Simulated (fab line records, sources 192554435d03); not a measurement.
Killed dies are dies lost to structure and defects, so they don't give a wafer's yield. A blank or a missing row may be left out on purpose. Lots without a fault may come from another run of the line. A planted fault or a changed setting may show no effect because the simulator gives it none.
fab line records | flow n5_finfet
record lots=5 wafers=15 last_day=18
route steps=1938 shown BEOL_M9@1450 BEOL_M10@1470
lots that met no fault: from a run of the same line without faults
start_h: hours from the record's first day to the start of the lot's first wafer shown | wait_h: hours since the lot's step before | " the same as in the row above | L1.1+2: a row that stands for several wafers | - no value, or no start given | * or withheld: withheld | < > ~ a bound
route shown NAME@n: a module of which the file shows steps, and the number in the route of the first | usual: mean/standard deviation of fault-free wafers | same: alike in all rows | chamber/n: place in a boat | sites: the reading at each site | _std_site: their standard deviation | _edge_site: outer sites' mean less inner sites' | radius_mm: how far each site lies from the wafer's centre | mask NAME#n: copy n | behind: the tool/chamber that last shaped the wafer | hold: why the lot was held/for how many hours/how that ended | device: the transistor (n, p or np) that didn't switch | end of line: the same wafers' tests at the end of the route | a step without rows: its recipe alone | killed: dies lost to structure and defects at the first sort, not the wafer's yield | map: a wafer's dies, x killed, . not, _ none there
set.NAME: the setting as run; set.NAME@STEP: as run at that earlier step | model.NAME: the simulator's own value behind a step, which no gauge read
lots at some steps of the route; a table a step, a row a wafer
services: from which hour (start_h, from the record's first day; less than 0 if before it) a tool's chamber was out of use, for how many hours, and why
## steps
# step N5_BEOL_M9_HM_STRIP_39
# recipe chemistry=peroxide_tin_strip material=TiN target_depth_a=250 temp_c=50 time_s=158
# columns lot.wafer tool chamber start_h wait_h
L080.1+3+6 wet_bench-04 5,2,6 255.48 0.0
L084.1+3+5 wet_bench-02 3,6,5 300.42 0.0
L086.2+3+5 wet_bench-03 6,0,7 300.61 0.0
L088.2+5+6 wet_bench-03 6,5,1 309.30 0.0
L096.1+2+5 wet_bench-03 6,2,0 365.71 0.0
# step N5_BEOL_M9_SRD_40
# recipe time_s=30 temp_c=23 rinse_liquid=diw dry=ipa_marangoni
# columns lot.wafer tool chamber start_h wait_h
L080.1+3+6 wet_bench-04 5,2,6 255.53 0.0
L084.1+3+5 wet_bench-02 3,6,5 300.47 0.0
L086.2+3+5 wet_bench-03 6,0,7 300.65 0.0
L088.2+5+6 wet_bench-03 6,5,1 309.34 0.0
L096.1+2+5 wet_bench-03 6,2,0 365.75 0.0
# step N5_BEOL_M9_PRECLEAN_42
# recipe chemistry=residue_remover time_s=60 temp_c=40
# columns lot.wafer tool chamber start_h wait_h
L080.1+3+6 wet_bench-04 5,2,6 255.55 0.0
L084.1+3+5 wet_bench-02 3,6,5 300.48 0.0
L086.2+3+5 wet_bench-03 6,0,7 300.67 0.0
L088.2+5+6 wet_bench-03 6,5,1 309.36 0.0
L096.1+2+5 wet_bench-03 6,2,0 365.77 0.0
# step N5_BEOL_M9_SRD_43
# recipe time_s=30 temp_c=23 rinse_liquid=diw dry=ipa_marangoni
# columns lot.wafer tool chamber start_h wait_h
L080.1+3+6 wet_bench-04 5,2,6 255.57 0.0
L084.1+3+5 wet_bench-02 3,6,5 300.50 0.0
L086.2+3+5 wet_bench-03 6,0,7 300.69 0.0
L088.2+5+6 wet_bench-03 6,5,1 309.38 0.0
L096.1+2+5 wet_bench-03 6,2,0 365.79 0.0
# step N5_BEOL_M9_CD_MEAS_35
# recipe target_cd_nm=70 target_cd_y_nm=40 polarity=opening
# usual cd_nm=70.1/0.56
# columns lot.wafer tool chamber start_h wait_h cd_nm
L080.1 cd_sem-03 - 255.61 0.0 70.0
L080.3 " - " " 70.0
L080.6 " - " " 70.3
L084.1 cd_sem-02 - 300.54 0.0 69.3
L084.3 " - " " 69.6
L084.5 " - " " 70.1
L086.2 cd_sem-03 - 300.74 0.0 70.0
L086.3 " - " " 70.0
L086.5 " - " " 70.5
L088.2 cd_sem-02 - 309.42 0.0 70.2
L088.5 " - " " 69.9
L088.6 " - " " 70.4
L096.1 cd_sem-01 - 365.83 0.0 69.7
L096.2 " - " " 69.9
L096.5 " - " " 71.3
# step N5_BEOL_M9_CURE_72
# recipe temp_c=370 time_s=120 ambient=DMADMS/He material=SiCOH_lowk
# usual lamp_power_pct=52.32/0.053 wafer_temp_C_max=372.2/0.62
# columns lot.wafer tool chamber start_h wait_h lamp_power_pct wafer_temp_C_max
L080.1 uv_cure-03 2 255.67 0.1 52.30 372.0
L080.3 " 2 " " 52.32 371.8
L080.6 " 2 " " 52.42 372.9
L084.1 uv_cure-01 0 300.92 0.4 52.27 372.5
L084.3 " 0 " " 52.21 372.7
L084.5 " 0 " " 52.43 373.1
L086.2 uv_cure-02 2 301.28 0.5 52.29 372.4
L086.3 " 2 " " 52.27 372.3
L086.5 " 2 " " 52.39 371.6
L088.2 uv_cure-03 1 309.51 0.1 52.34 372.2
L088.5 " 1 " " 52.24 374.0
L088.6 " 1 " " 52.42 372.8
L096.1 uv_cure-01 1 365.87 0.0 52.26 372.0
L096.2 " 1 " " 52.37 372.2
L096.5 " 1 " " 52.26 372.2
# step N5_BEOL_M9_DEGAS_44
# recipe ambient=vacuum temp_c=250 time_s=60
# usual heater_power_w=316/21
# columns lot.wafer tool chamber start_h wait_h heater_power_w
L080.1 pvd_sputter-01 - 256.33 0.6 309
L080.3 " - " " 340
L080.6 " - " " 337
L084.1 pvd_sputter-01 - 301.61 0.6 339
L084.3 " - " " 333
L084.5 " - " " 294
L086.2 pvd_sputter-02 - 301.86 0.5 308
L086.3 " - " " 301
L086.5 " - " " 303
L088.2 pvd_sputter-03 - 309.94 0.4 333
L088.5 " - " " 292
L088.6 " - " " 337
L096.1 pvd_sputter-02 - 366.52 0.6 356
L096.2 " - " " 299
L096.5 " - " " 300
# step N5_BEOL_M9_PRE_CLEAN_45
# recipe gas=H2/He time_s=30 temp_c=250
# usual heater_power_w=317/21
# columns lot.wafer tool chamber start_h wait_h heater_power_w
L080.1 pvd_sputter-01 - 256.37 0.0 306
L080.3 " - " " 335
L080.6 " - " " 337
L084.1 pvd_sputter-01 - 301.65 0.0 348
L084.3 " - " " 337
L084.5 " - " " 299
L086.2 pvd_sputter-02 - 301.90 0.0 305
L086.3 " - " " 297
L086.5 " - " " 307
L088.2 pvd_sputter-03 - 309.98 0.0 333
L088.5 " - " " 300
L088.6 " - " " 336
L096.1 pvd_sputter-02 - 366.56 0.0 344
L096.2 " - " " 308
L096.5 " - " " 303
# step N5_BEOL_M9_ALD_74
# recipe material=TaN target_thk_a=20 temp_c=275 ald_precursor_family=PDMAT ald_co_reactant=NH3 pressure_torr=3 carrier_flow_sccm=1500 pulse_time_s=2 purge_time_s=3 co_reactant_purge_time_s=2 co_reactant_pulse_time_s=3 ald_cycles=40 precursor_vessel_temp_c=75 precursor_vessel_pressure_torr=26.25 precursor_vessel_carrier_sccm=1000
# usual heater_power_w=424/41
# same co_reactant_purge_time_s=2
# columns lot.wafer tool chamber start_h wait_h heater_power_w
L080.1 ald_metal-03 2 256.57 0.2 399
L080.3 " 1 " " 442
L080.6 " 2 " " 388
L084.1 ald_metal-02 0 301.79 0.1 335
L084.3 " 2 " " 435
L084.5 " 2 " " 435
L086.2 ald_metal-02 2 302.05 0.1 447
L086.3 " 0 " " 340
L086.5 " 2 " " 444
L088.2 ald_metal-02 1 310.04 0.0 443
L088.5 " 1 " " 433
L088.6 " 0 " " 343
L096.1 ald_metal-04 1 366.64 0.1 457
L096.2 " 3 " " 394
L096.5 " 0 " " 438
# step N5_BEOL_M9_SURFACE_TREAT_79
# recipe gas=Ar time_s=* ion_energy_ev=* ion_current_ma_cm2=0.5 pressure_mtorr=* ar_flow_sccm=30
# usual ar_flow_sccm=30.01/0.089 throttle_valve_pct=*
# columns lot.wafer tool chamber start_h wait_h ar_flow_sccm throttle_valve_pct
L080.1 pvd_sputter-01 - 256.89 0.2 29.85 *
L080.3 " - " " 29.96 *
L080.6 " - " " 30.11 *
L084.1 pvd_sputter-01 - 302.09 0.2 30.00 *
L084.3 " - " " 30.06 *
L084.5 " - " " 29.98 *
L086.2 pvd_sputter-02 - 302.44 0.3 29.78 *
L086.3 " - " " 30.13 *
L086.5 " - " " 30.05 *
L088.2 pvd_sputter-01 - 310.46 0.3 30.01 *
L088.5 " - " " 29.95 *
L088.6 " - " " 29.89 *
L096.1 pvd_sputter-02 - 367.08 0.3 29.98 *
L096.2 " - " " 29.90 *
L096.5 " - " " 29.94 *
# step N5_BEOL_M9_CVD_78
# recipe material=Co target_thk_a=20 temp_c=withheld precursor=CCTBA/H2 pressure_torr=30 time_s=138.9
# columns lot.wafer tool chamber start_h wait_h
L080.1+3+6 cvd_co-01 2,0,2 256.95 0.0
L084.1+3+5 cvd_co-02 1,0,2 302.15 0.0
L086.2+3+5 cvd_co-02 0,2,0 302.54 0.1
L088.2+5+6 cvd_co-01 2,1,2 310.53 0.1
L096.1+2+5 cvd_co-02 0,1,0 367.20 0.1
# step N5_BEOL_M9_SPUTTER_48
# recipe material=Cu target_thk_a=120 temp_c=-20 bias_v=60 power_w=26000 chamber_pressure_pa=0.13 time_s=2
# usual chuck_gas_flow_sccm=1.26/0.057 throttle_valve_pct=30.7/0.91
# columns lot.wafer tool chamber start_h wait_h chuck_gas_flow_sccm throttle_valve_pct
L080.1 pvd_sputter-01 - 257.12 0.1 1.21 30.7
L080.3 " - " " 1.34 29.8
L080.6 " - " " 1.37 29.6
L084.1 pvd_sputter-03 - 302.42 0.2 1.21 30.4
L084.3 " - " " 1.25 30.7
L084.5 " - " " 1.28 30.4
L086.2 pvd_sputter-01 - 302.66 0.1 1.28 30.5
L086.3 " - " " 1.16 29.7
L086.5 " - " " 1.24 29.5
L088.2 pvd_sputter-02 - 310.74 0.2 1.31 32.6
L088.5 " - " " 1.27 31.5
L088.6 " - " " 1.19 29.6
L096.1 pvd_sputter-02 - 367.38 0.1 1.32 29.6
L096.2 " - " " 1.30 32.6
L096.5 " - " " 1.30 32.4
# step N5_BEOL_M9_ECD_50
# recipe material=Cu target_thk_a=3180
# columns lot.wafer tool chamber start_h wait_h
L080.1+3+6 ecd_cu-02 0,0,1 257.24 0.1
L084.1+3+5 ecd_cu-01 0,0,1 302.62 0.2
L086.2+3+5 ecd_cu-02 0,0,1 302.78 0.1
L088.2+5+6 ecd_cu-02 0,1,0 310.85 0.1
L096.1+2+5 ecd_cu-01 0,1,0 367.50 0.1
# step N5_BEOL_M9_ANNEAL_51
# recipe temp_c=225 time_s=90 ambient=N2
# usual wafer_temp_C_max=226.3/0.62
# columns lot.wafer tool chamber start_h wait_h wafer_temp_C_max
L080.1 rtp_anneal-02 0 257.54 0.3 225.9
L080.3 " 0 " " 226.0
L080.6 " 0 " " 225.8
L084.1 rtp_anneal-02 0 302.99 0.3 226.1
L084.3 " 0 " " 225.9
L084.5 " 0 " " 225.8
L086.2 rtp_anneal-01 0 303.46 0.7 226.6
L086.3 " 0 " " 227.0
L086.5 " 0 " " 227.4
L088.2 rtp_anneal-01 0 311.01 0.1 227.0
L088.5 " 0 " " 227.3
L088.6 " 0 " " 226.8
L096.1 rtp_anneal-02 0 367.61 0.1 225.7
L096.2 " 0 " " 226.1
L096.5 " 0 " " 225.7
# step N5_BEOL_M9_CMP_52
# recipe stop_on=SiCOH_lowk t_overpolish_s=7 down_force_psi=1 platen_rpm=50 clearing_platen_down_force_psi=1.5 clearing_platen_rpm=50 post_cmp_clean=cu_alkaline target_thk_nm=140 clearing_platen_pad_velocity_m_s=0.99484 pad_velocity_m_s=0.99484
# usual barrier_field_endpoint_s=28.9/0.76 clearing_platen_down_force_psi=1.5000/0.0028 edge_zone_pressure_frac=1.000/0.005 motor_current_A=5.9/0.47 overpolish_run_s=6.999/0.0094 time_to_endpoint_s=66/3.2
# columns lot.wafer tool chamber start_h wait_h barrier_field_endpoint_s clearing_platen_down_force_psi edge_zone_pressure_frac motor_current_A overpolish_run_s time_to_endpoint_s
L080.3 cmp-01 1 258.02 0.4 29.0 1.4995 1.001 5.7 7.012 65
L080.1 " 2 " " 28.9 1.5036 0.999 6.7 7.008 67
L080.6 " 1 " " 28.6 1.5004 0.997 6.0 6.992 63
L084.3 cmp-03 2 303.28 0.2 28.9 1.5048 0.998 5.5 6.995 61
L084.1 " 0 " " 29.1 1.5014 1.008 5.1 7.007 65
L084.5 " 2 " " 27.6 1.5027 0.996 5.4 6.987 60
L086.3 cmp-03 0 303.71 0.2 28.4 1.4964 0.996 5.6 6.996 62
L086.2 " 2 " " 28.4 1.5041 0.998 5.5 7.002 62
L086.5 " 1 " " 30.2 1.5028 0.997 5.4 7.001 68
L088.2 cmp-03 1 311.30 0.2 27.9 1.5005 0.988 5.2 6.991 69
L088.5 " 0 " " 28.3 1.4994 0.997 5.3 6.989 66
L088.6 " 1 " " 28.7 1.4983 0.997 5.4 7.013 69
L096.1 cmp-04 1 367.94 0.3 30.0 1.5015 1.002 6.3 6.996 74
L096.2 " 2 " " 29.1 1.5006 1.006 5.3 7.009 65
L096.5 " 1 " " 29.8 1.5005 0.994 6.5 7.006 68
# step N5_BEOL_M9_THK_MEAS_53
# recipe thk_meas_gauge=xrf reads=Cu_of_BEOL_M9_ECD_50
# usual M9_THK=142/3.2
# columns lot.wafer tool chamber start_h wait_h M9_THK[nm]
L080.1 film_metro-01 - 258.32 - 145
L080.3 " - " " 138
L080.6 " - " " 139
L084.1 film_metro-02 - 303.58 - 142
L084.3 " - " " 141
L084.5 " - " " 143
L086.2 film_metro-02 - 304.01 - 143
L086.3 " - " " 138
L086.5 " - " " 147
L088.2 film_metro-02 - 311.55 - 141
L088.5 " - " " 142
L088.6 " - " " 145
L096.1 film_metro-02 - 368.20 - 143
L096.2 " - " " 139
L096.5 " - " " 145
# step N5_BEOL_M9_PRE_CLEAN_55
# recipe gas=NH3 time_s=15 temp_c=withheld rf_power_w=300
# columns lot.wafer tool chamber start_h wait_h
L080.1+3+6 pecvd-02 0,2,2 258.36 0.0
L084.1+3+5 pecvd-04 1,2,0 303.62 0.0
L086.2+3+5 pecvd-01 0,2,2 304.05 0.0
L088.2+5+6 pecvd-04 2,0,2 311.59 0.0
L096.1+2+5 pecvd-01 1,2,0 368.24 0.0
# step N5_BEOL_M9_DEP_56
# recipe material=SiCN target_thk_a=150 temp_c=withheld precursor=3MS/NH3 pressure_torr=3 rf_w=202 time_s=26.5
# usual showerhead_plenum_p_Torr=3.662/0.015 throttle_valve_pct=8.9/0.56
# columns lot.wafer tool chamber start_h wait_h showerhead_plenum_p_Torr throttle_valve_pct
L080.1 pecvd-02 0 258.38 0.0 3.659 9.1
L080.3 " 2 " " 3.659 8.1
L080.6 " 2 " " 3.663 8.0
L084.1 pecvd-04 1 303.64 0.0 3.678 9.0
L084.3 " 2 " " 3.674 8.4
L084.5 " 0 " " 3.660 9.4
L086.2 pecvd-01 0 304.07 0.0 3.656 8.7
L086.3 " 2 " " 3.649 9.0
L086.5 " 2 " " 3.651 8.6
L088.2 pecvd-04 2 311.62 0.0 3.675 8.5
L088.5 " 0 " " 3.655 9.2
L088.6 " 2 " " 3.673 7.9
L096.1 pecvd-01 1 368.26 0.0 3.638 9.7
L096.2 " 2 " " 3.646 8.7
L096.5 " 0 " " 3.664 8.7
# step N5_BEOL_M9_RS_MEAS_57
# recipe thk_meas_gauge=four-point-probe reads=Cu_of_BEOL_M9_ECD_50+Co_of_BEOL_M9_CVD_78+TaN_of_BEOL_M9_ALD_74
# usual M9_RS=0.150/0.0034
# columns lot.wafer tool chamber start_h wait_h M9_RS[ohm/sq]
L080.1 film_metro-02 - 258.45 0.1 0.147
L080.3 " - " " 0.155
L080.6 " - " " 0.153
L084.1 film_metro-01 - 303.71 0.1 0.150
L084.3 " - " " 0.152
L084.5 " - " " 0.149
L086.2 film_metro-01 - 304.15 0.1 0.149
L086.3 " - " " 0.155
L086.5 " - " " 0.144
L088.2 film_metro-01 - 311.69 0.1 0.151
L088.5 " - " " 0.151
L088.6 " - " " 0.146
L096.1 film_metro-02 - 368.34 0.1 0.148
L096.2 " - " " 0.152
L096.5 " - " " 0.146
# step N5_BEOL_M9_INSPECT_58
# recipe inspect_instrument=darkfield mode=post_dep
# usual raw_defect_count=69/24
# columns lot.wafer tool chamber start_h wait_h raw_defect_count
L080.1 defect_inspect-01 - 258.48 0.0 58
L080.3 " - " " 58
L080.6 " - " " 68
L084.1 defect_inspect-02 - 303.74 0.0 67
L084.3 " - " " 80
L084.5 " - " " 111
L086.2 defect_inspect-02 - 304.17 0.0 55
L086.3 " - " " 41
L086.5 " - " " 23
L088.2 defect_inspect-02 - 311.72 0.0 82
L088.5 " - " " 85
L088.6 " - " " 116
L096.1 defect_inspect-02 - 368.36 0.0 39
L096.2 " - " " 32
L096.5 " - " " 44
# step N5_BEOL_M10_ILD_DEP_00
# recipe material=SiCOH_lowk target_thk_a=3085.1 temp_c=300 precursor=DEMS/porogen pressure_torr=5 rf_w=500 time_s=58
# usual heater_power_w=316/44 showerhead_plenum_p_Torr=5.733/0.018 throttle_valve_pct=13.8/0.72
# columns lot.wafer tool chamber start_h wait_h heater_power_w showerhead_plenum_p_Torr throttle_valve_pct
L080.1 pecvd-01 1 258.52 0.0 308 5.697 14.9
L080.3 " 2 " " 401 5.710 13.1
L080.6 " 2 " " 407 5.718 13.2
L084.1 pecvd-03 0 303.78 0.0 288 5.745 14.3
L084.3 " 2 " " 364 5.737 13.5
L084.5 " 2 " " 382 5.740 13.5
L086.2 pecvd-01 1 304.21 0.0 293 5.703 14.9
L086.3 " 0 " " 282 5.742 13.3
L086.5 " 1 " " 297 5.720 14.9
L088.2 pecvd-01 1 311.75 0.0 281 5.716 15.1
L088.5 " 2 " " 382 5.711 13.2
L088.6 " 1 " " 290 5.703 15.2
L096.1 pecvd-03 0 368.40 0.0 234 5.738 14.4
L096.2 " 2 " " 347 5.724 13.3
L096.5 " 0 " " 249 5.750 14.4
# step N5_BEOL_M10_CURE_71
# recipe temp_c=385 time_s=240 ambient=He/Ar material=SiCOH_lowk
# usual lamp_power_pct=52.31/0.056 wafer_temp_C_max=387.3/0.62
# columns lot.wafer tool chamber start_h wait_h lamp_power_pct wafer_temp_C_max
L080.1 uv_cure-01 0 258.59 0.0 52.50 387.8
L080.3 " 0 " " 52.34 388.6
L080.6 " 0 " " 52.32 387.2
L084.1 uv_cure-02 2 303.86 0.0 52.29 387.0
L084.3 " 2 " " 52.39 386.1
L084.5 " 2 " " 52.26 386.5
L086.2 uv_cure-03 1 304.37 0.1 52.37 387.6
L086.3 " 1 " " 52.24 387.0
L086.5 " 1 " " 52.32 387.3
L088.2 uv_cure-03 2 311.91 0.1 52.30 386.7
L088.5 " 2 " " 52.33 387.2
L088.6 " 2 " " 52.29 387.1
L096.1 uv_cure-01 1 368.58 0.2 52.19 387.0
L096.2 " 1 " " 52.32 386.5
L096.5 " 1 " " 52.36 387.3
# step N5_BEOL_M10_THK_MEAS_01
# recipe reads=SiCOH_lowk_of_BEOL_M10_ILD_DEP_00
# usual M10_ILD_THK=267/3.7
# columns lot.wafer tool chamber start_h wait_h M10_ILD_THK[nm]
L080.1 film_metro-02 - 259.11 0.4 272
L080.3 " - " " 264
L080.6 " - " " 266
L086.2 film_metro-02 - 304.80 0.4 267
L086.3 " - " " 268
L086.5 " - " " 271
L084.1 film_metro-02 - 304.85 0.8 261
L084.3 " - " " 261
L084.5 " - " " 269
L088.2 film_metro-01 - 312.34 0.4 264
L088.5 " - " " 265
L088.6 " - " " 267
L096.1 film_metro-02 - 369.58 0.8 261
L096.2 " - " " 263
L096.5 " - " " 262
# step N5_BEOL_M10_PECVD_70
# recipe material=SiO2 target_thk_a=200 temp_c=400 precursor=TEOS/O2 pressure_torr=5.5 rf_w=450 teos_flow_sccm=53.8 gas=O2 flow_sccm=3000 time_s=22.7
# usual heater_power_w=715/77 showerhead_plenum_p_Torr=8.78/0.07 throttle_valve_pct=22.3/1.1
# columns lot.wafer tool chamber start_h wait_h heater_power_w showerhead_plenum_p_Torr throttle_valve_pct
L080.1 pecvd-02 1 259.14 0.0 702 8.83 23.3
L080.3 " 2 " " 700 8.74 19.8
L080.6 " 1 " " 694 8.84 23.4
L086.2 pecvd-02 0 304.84 0.0 602 8.73 22.1
L086.3 " 1 " " 573 8.82 23.2
L086.5 " 0 " " 602 8.76 22.1
L084.1 pecvd-03 1 304.88 0.0 742 8.87 22.9
L084.3 " 2 " " 754 8.76 21.5
L084.5 " 0 " " 654 8.82 22.9
L088.2 pecvd-01 1 312.38 0.0 622 8.68 24.2
L088.5 " 2 " " 867 8.71 21.4
L088.6 " 1 " " 612 8.66 24.1
L096.1 pecvd-03 0 369.61 0.0 612 8.83 22.9
L096.2 " 1 " " 696 8.87 22.8
L096.5 " 0 " " 605 8.85 22.8
# step N5_BEOL_M10_HM_DEP_02
# recipe material=TiN target_thk_a=200 temp_c=25 chamber_pressure_pa=0.49996
# usual throttle_valve_pct=30.7/0.9
# columns lot.wafer tool chamber start_h wait_h throttle_valve_pct
L080.1 pvd_sputter-03 - 262.87 3.7 31.9
L080.3 " - " " 32.0
L080.6 " - " " 31.8
L086.2 pvd_sputter-03 - 305.82 1.0 30.4
L086.3 " - " " 31.6
L086.5 " - " " 31.6
L084.1 pvd_sputter-01 - 305.84 0.9 29.8
L084.3 " - " " 30.6
L084.5 " - " " 30.4
L088.2 pvd_sputter-03 - 312.91 0.5 31.4
L088.5 " - " " 30.9
L088.6 " - " " 31.6
L096.1 pvd_sputter-03 - 370.42 0.8 31.9
L096.2 " - " " 31.4
L096.5 " - " " 31.7
# step N5_BEOL_M10_COAT_59
# recipe resist=SOC temp_c=250 time_s=60 spin_rpm=1500 resist_thk_nm=100
# columns lot.wafer tool chamber start_h wait_h
L080.1+3+6 litho_track-03 0 262.99 0.1
L086.2+3+5 litho_track-03 0 305.95 0.1
L084.1+3+5 litho_track-04 0 305.96 0.1
L088.2+5+6 litho_track-03 0 313.03 0.1
L096.1+2+5 litho_track-04 0 370.55 0.1
# step N5_BEOL_M10_COAT_60
# recipe resist=SiARC temp_c=220 time_s=60 spin_rpm=1500 resist_thk_nm=30
# columns lot.wafer tool chamber start_h wait_h
L080.1+3+6 litho_track-03 0 - -
L086.2+3+5 litho_track-03 0 - -
L084.1+3+5 litho_track-04 0 - -
L088.2+5+6 litho_track-03 0 - -
L096.1+2+5 litho_track-04 0 - -
# step N5_BEOL_M10_COAT_05
# recipe resist=CAR-ArF spin_rpm=1500 resist_thk_nm=90
# columns lot.wafer tool chamber start_h wait_h
L080.1+3+6 litho_track-03 0 - -
L086.2+3+5 litho_track-03 0 - -
L084.1+3+5 litho_track-04 0 - -
L088.2+5+6 litho_track-03 0 - -
L096.1+2+5 litho_track-04 0 - -
# step N5_BEOL_M10_EBR_07
# recipe solvent=PGMEA ebr_width_mm=1.5
# columns lot.wafer tool chamber start_h wait_h
L080.1+3+6 litho_track-03 0 - -
L086.2+3+5 litho_track-03 0 - -
L084.1+3+5 litho_track-04 0 - -
L088.2+5+6 litho_track-03 0 - -
L096.1+2+5 litho_track-04 0 - -
# step N5_BEOL_M10_SOFTBAKE_06
# recipe temp_c=110 time_s=60 resist=CAR-ArF
# columns lot.wafer tool chamber start_h wait_h
L080.1+3+6 litho_track-03 0 - -
L086.2+3+5 litho_track-03 0 - -
L084.1+3+5 litho_track-04 0 - -
L088.2+5+6 litho_track-03 0 - -
L096.1+2+5 litho_track-04 0 - -
# step N5_BEOL_M10_EXPOSE_08
# recipe mask_id=M10 na=1.35 source_shape=dipole sigma_inner=0.411 sigma_outer=0.611 polarization=te dose_mj=53.75
# columns lot.wafer tool chamber start_h wait_h mask
L080.1+3+6 arfi_scanner-02 0 263.24 - M10#0
L086.2+3+5 arfi_scanner-02 0 306.08 - M10#0
L084.1+3+5 arfi_scanner-03 0 306.24 - M10#0
L088.2+5+6 arfi_scanner-02 0 313.28 - M10#0
L096.1+2+5 arfi_scanner-01 0 370.67 - M10#0
# step N5_BEOL_M10_PEB_09
# recipe peb_temp_c=withheld peb_time_s=60 resist=CAR-ArF
# columns lot.wafer tool chamber start_h wait_h
L080.1+3+6 litho_track-05 0 263.30 0.1
L086.2+3+5 litho_track-04 0 306.14 0.0
L084.1+3+5 litho_track-05 0 306.30 0.1
L088.2+5+6 litho_track-05 0 313.34 0.0
L096.1+2+5 litho_track-04 0 370.73 0.1
# step N5_BEOL_M10_DEVELOP_10
# recipe develop_time_s=30 developer=TMAH resist=CAR-ArF rinse_liquid=diw dry=air_spin dev_temp_c=23
# columns lot.wafer tool chamber start_h wait_h
L080.1+3+6 litho_track-05 0 - -
L086.2+3+5 litho_track-04 0 - -
L084.1+3+5 litho_track-05 0 - -
L088.2+5+6 litho_track-05 0 - -
L096.1+2+5 litho_track-04 0 - -
# step N5_BEOL_M10_CD_MEAS_11
# recipe target_cd_nm=64.1 landing_energy_ev=500 detector=se_inlens polarity=opening
# usual cd_nm=64.2/0.61
# columns lot.wafer tool chamber start_h wait_h cd_nm
L080.1 cd_sem-03 0 263.36 - 63.5
L080.3 " 0 " " 63.6
L080.6 " 0 " " 64.2
L086.2 cd_sem-03 0 306.20 - 64.9
L086.3 " 0 " " 64.5
L086.5 " 0 " " 64.6
L084.1 cd_sem-03 0 306.36 - 64.5
L084.3 " 0 " " 64.0
L084.5 " 0 " " 64.1
L088.2 cd_sem-03 0 313.41 - 64.1
L088.5 " 0 " " 63.9
L088.6 " 0 " " 63.3
L096.1 cd_sem-01 0 370.80 - 65.5
L096.2 " 0 " " 65.0
L096.5 " 0 " " 65.2
# step N5_BEOL_M10_OVL_MEAS_12
# recipe points_per_wafer=44
# usual M10_OVL=-0.2/0.83
# columns lot.wafer tool chamber start_h wait_h M10_OVL[nm]
L080.1 overlay-02 0 263.39 0.0 -1.6
L080.3 " 0 " " 0.0
L080.6 " 0 " " 0.0
L086.2 overlay-01 0 306.23 0.0 -0.7
L086.3 " 0 " " 0.6
L086.5 " 0 " " 0.0
L084.1 overlay-01 0 306.39 0.0 -0.8
L084.3 " 0 " " -1.1
L084.5 " 0 " " -0.4
L088.2 overlay-01 0 313.43 0.0 0.4
L088.5 " 0 " " 0.4
L088.6 " 0 " " -1.3
L096.1 overlay-01 0 370.83 0.0 -0.4
L096.2 " 0 " " -1.7
L096.5 " 0 " " -0.1
# step N5_BEOL_M10_INSPECT_13
# recipe mode=adi inspect_instrument=brightfield
# usual raw_defect_count=413/94
# columns lot.wafer tool chamber start_h wait_h raw_defect_count
L080.1 defect_inspect-01 - 263.42 0.0 372
L080.3 " - " " 503
L080.6 " - " " 366
L086.2 defect_inspect-01 - 306.26 0.0 291
L086.3 " - " " 356
L086.5 " - " " 248
L084.1 defect_inspect-02 - 306.42 0.0 341
L084.3 " - " " 443
L084.5 " - " " 390
L088.2 defect_inspect-01 - 313.46 0.0 507
L088.5 " - " " 452
L088.6 " - " " 527
L096.1 defect_inspect-02 - 370.85 0.0 315
L096.2 " - " " 303
L096.5 " - " " 385
# step N5_BEOL_M10_DESCUM_16
# recipe chemistry=O2 time_s=7.9 source_power_w=50 bias_power_w=20 pressure_mtorr=20 rf_frequency_hz=2.712e+07 temp_c=40 resist=CAR-ArF o2_flow_sccm=225
# usual bias_power_w=20.00/0.059 chamber_pressure_mTorr=19.998/0.02 drypump_motor_current_A=5.6/0.42 o2_flow_sccm=225.0/0.73 oes_product_au=0.81/0.071 rf_vpp_V=243.3/1.2 showerhead_plenum_p_Torr=2.10/0.062 throttle_valve_pct=20.47/0.17
# columns lot.wafer tool chamber start_h wait_h bias_power_w chamber_pressure_mTorr drypump_motor_current_A o2_flow_sccm oes_product_au rf_hours_counter_h rf_vpp_V showerhead_plenum_p_Torr throttle_valve_pct
L080.1 rie_diel-06 0 263.91 0.5 20.04 20.027 5.3 225.4 0.73 191 243.5 2.08 20.69
L080.3 " 3 " " 19.92 20.016 5.1 224.5 0.90 19 243.2 2.16 20.48
L080.6 " 1 " " 20.05 20.001 6.1 224.9 0.68 - 240.2 1.96 20.43
L086.2 rie_diel-05 3 306.29 0.0 19.91 19.995 6.3 224.7 0.86 31 245.2 2.12 20.26
L086.3 " 2 " " 20.09 19.995 5.8 225.2 0.81 90 241.5 2.03 20.67
L086.5 " 2 " " 20.07 19.990 5.8 224.9 0.81 - 240.5 2.03 20.69
L084.1 rie_diel-01 3 306.45 0.0 20.01 19.980 5.6 225.1 0.95 7 243.5 2.15 20.43
L084.3 " 1 " " 20.09 19.992 6.1 226.2 0.79 129 242.7 2.10 20.55
L084.5 " 3 " " 19.98 20.015 5.6 226.0 0.94 - 245.0 2.15 20.42
L088.2 rie_diel-06 0 313.49 0.0 19.93 19.954 5.3 225.4 0.71 207 243.1 2.07 20.71
L088.5 " 0 " " 19.92 20.009 5.4 225.1 0.72 - 242.5 2.07 20.72
L088.6 " 1 " " 19.96 19.958 6.1 223.3 0.99 - 244.9 2.22 20.09
L096.1 rie_diel-05 1 370.88 0.0 20.04 20.005 5.9 225.2 0.81 103 242.0 2.01 20.56
L096.2 " 3 " " 19.95 20.009 6.2 224.9 0.82 56 244.4 2.11 20.29
L096.5 " 3 " " 20.02 20.027 6.3 224.6 0.83 - 244.5 2.11 20.30
## services
# columns tool chamber start_h hours kind
cmp-03 - 233.02 4.0 pm
ald_metal-02 1 233.87 13.2 repair
uv_cure-03 - 247.27 2.1 pm
uv_cure-01 - 250.39 7.5 pm
arfi_scanner-02 - 255.83 1.3 repair
uv_cure-03 - 258.70 7.5 pm
arfi_scanner-02 - 258.88 0.4 repair
pecvd-01 - 258.95 5.1 repair
uv_cure-01 - 270.71 7.5 pm
ecd_cu-02 - 278.44 1.1 repair
uv_cure-01 - 280.97 2.1 pm
pecvd-04 1 287.77 1.9 repair
arfi_scanner-02 - 296.80 1.0 pm
ecd_cu-02 - 305.80 0.3 repair
pecvd-02 - 316.12 14.6 pm
pecvd-04 - 326.25 2.8 pm
arfi_scanner-02 - 326.48 0.4 repair
pecvd-04 2 329.76 6.5 repair
arfi_scanner-02 - 331.53 1.3 pm
wet_bench-02 - 334.07 1.1 repair
arfi_scanner-02 - 335.51 0.8 pm
pecvd-02 - 340.21 4.0 repair
pecvd-01 - 368.41 6.8 repair
wet_bench-02 - 368.58 1.2 repair
## key
fault none
